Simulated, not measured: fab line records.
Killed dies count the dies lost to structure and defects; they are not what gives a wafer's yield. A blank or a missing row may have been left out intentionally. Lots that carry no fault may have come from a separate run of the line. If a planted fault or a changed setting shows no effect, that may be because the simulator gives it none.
Matching of chambers + flow n5Finfet + 4 sister chambers for N5_BEOL_M11_STRIP_36 on rieDiel-04
The step strips in N2/H2. 4 wafers are shown with their chamber, then 12 later ones without.

== EACH WAFER AND ITS CHAMBER ==
| wafer  | chamber | drypumpMotorCurrentA (A) |
|--------|---------|--------------------------|
| L089.3 | 1       | 5.3                      |
| L093.1 | 0       | 5.1                      |
| L093.2 | 3       | 5.9                      |
| L093.3 | 2       | 6.1                      |

== WAFERS WHOSE CHAMBER IS MISSING ==
| wafer  | drypumpMotorCurrentA (A) |
|--------|--------------------------|
| L093.4 | 5.2                      |
| L093.5 | 5.2                      |
| L093.6 | 5.2                      |
| L096.1 | 5.9                      |
| L096.3 | 6.2                      |
| L096.5 | 5.1                      |
| L092.1 | 6.1                      |
| L092.3 | 5.2                      |
| L092.6 | 6.1                      |
| L095.3 | 5.9                      |
| L095.5 | 5.2                      |
| L095.6 | 5.2                      |

== CHAMBER TAKEN BY EACH ==
| wafer  | from the rows above     | in truth |
|--------|-------------------------|----------|
| L093.4 | can't be placed: 1 or 0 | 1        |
| L093.5 | can't be placed: 1 or 0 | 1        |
| L093.6 | can't be placed: 1 or 0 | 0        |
| L096.1 | 3                       | 3        |
| L096.3 | 2                       | 2        |
| L096.5 | 0                       | 0        |
| L092.1 | 2                       | 2        |
| L092.3 | can't be placed: 1 or 0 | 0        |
| L092.6 | 2                       | 2        |
| L095.3 | 3                       | 3        |
| L095.5 | can't be placed: 1 or 0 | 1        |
| L095.6 | can't be placed: 1 or 0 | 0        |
Correct placement for 6 of the 12. Not placeable from these rows: 6 (in 6, the candidates include the true chamber). 0 placed wrongly.
How it was worked out, from the rows above alone: a wafer's distance from a chamber is the root of the sum, over the readings, of the square of ((its reading less the chamber's mean) divided by the reading's scatter). The wafer belongs to the nearest chamber; if the next one is less than 2 further off, it can't be placed. A chamber's mean is the mean of its shown wafers. The scatter (one wafer shown for each chamber): square how far every hidden wafer sits from the nearest shown wafer, average those squares and take the square root.
